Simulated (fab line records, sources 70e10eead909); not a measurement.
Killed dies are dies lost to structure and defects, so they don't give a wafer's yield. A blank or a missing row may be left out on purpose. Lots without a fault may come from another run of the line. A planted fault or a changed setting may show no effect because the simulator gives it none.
Problem report in the 8D (eight disciplines) form, filled by code | flow nand_harc | the parts of the form that need people (team, actions taken, sign-off) are left out

1. THE PROBLEM
killed_at_other at NHARC_END_SORT_01 reads a mean of 638.6 on 5 wafers of 3 lots; wafers without a fault read 0.8 with a standard deviation of 0.91. That is +99 or more standard deviations from the usual mean.
First seen on wafer L105.1, day 25 17:22, on prober-02. The record holds 9 wafers of 3 lots with a number at this step. Rule for "out", or "out of limits": more than 4 standard deviations from the usual mean. The other wafers with a number count as sound.

2. WHAT IT IS AND WHAT IT IS NOT
question                    | is                                                                                                                  | is not
which readings at this step | killed_at_other, defect_limited_yield, killed_dies, sort_bin_2_pct, sort_n_pass, sort_rim_yield_pct, sort_yield_pct | killed_at_array, killed_at_periphery, killed_open, killed_short, sort_bin_3_pct, sort_bin_4_pct
which lots                  | L105, L106, L107                                                                                                    | -
which wafers of those lots  | L105.1, L105.4, L106.5, L107.1, L107.4                                                                              | L105.2, L106.2, L106.6, L107.2
read on which gauges        | prober-01, prober-02                                                                                                | -
when                        | from day 25 17:22                                                                                                   | up to then (0 sound wafers); but 4 sound wafers of L105, L106, L107 came after

3. SUSPECTS, AND WHAT RULES EACH OUT
Counting: a tool at a process step up to the reading stays a suspect if it ran every lot that is out. Sound lots after the first of them don't rule it out here, since some wafers of a struck lot are sound.
- the gauge at NHARC_END_SORT_01: ruled out. The wafers that are out were read on 2 gauges (prober-01, prober-02).
- ecd_cu-01 at NHARC_THIN_TSV_ECD_20 (material Cu, target thk 2000 nm): kept. It ran every lot that is out, first L105 (day 24 20:08).
Left after counting: ecd_cu-01 at NHARC_THIN_TSV_ECD_20.

4. THE CAUSE (what the simulator had put in)
Process parameter drift: ecd_cu-01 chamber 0, from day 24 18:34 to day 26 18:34, at NHARC_THIN_TSV_ECD_20. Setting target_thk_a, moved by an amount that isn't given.
Counting left only this tool.

5. THE CHAIN OF EFFECTS, in route order
Each row: a reading whose mean over the struck wafers that have a number lies more than 3 standard deviations from the usual. Only readings for which the record gives a usual standard deviation are gone through. hours: the time from each lot's start at the first step in this table that gives one to its start at this step, as a median over the lots. sigmas: the change in usual standard deviations.
hours | step              | reading              | usual  | on struck wafers | change | sigmas
0     | NHARC_END_SORT_01 | defect_limited_yield | 93.3 % | 0.0              | -93.3  | -62
0     | NHARC_END_SORT_01 | killed_at_other      | 0.8    | 638.6            | +637.8 | +99 or more
0     | NHARC_END_SORT_01 | killed_dies          | 46     | 677              | +631   | +63
0     | NHARC_END_SORT_01 | sort_bin_2_pct       | 2.4 %  | 96.2             | +93.8  | +99 or more
0     | NHARC_END_SORT_01 | sort_n_pass          | 631    | 0                | -631   | -63
0     | NHARC_END_SORT_01 | sort_rim_yield_pct   | 86 %   | 0                | -86    | -19
0     | NHARC_END_SORT_01 | sort_yield_pct       | 93.3 % | 0.0              | -93.3  | -62

6. WHAT WOULD HAVE CAUGHT IT SOONER
In this record the first reading out of limits at a measuring or inspecting step was taken at day 25 17:22, 23 hours after the fault began at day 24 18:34.
All the lots that are out (3) had begun NHARC_THIN_TSV_ECD_20 on ecd_cu-01 by day 25 17:22. A hold on the tool at that time would have spared none of them.
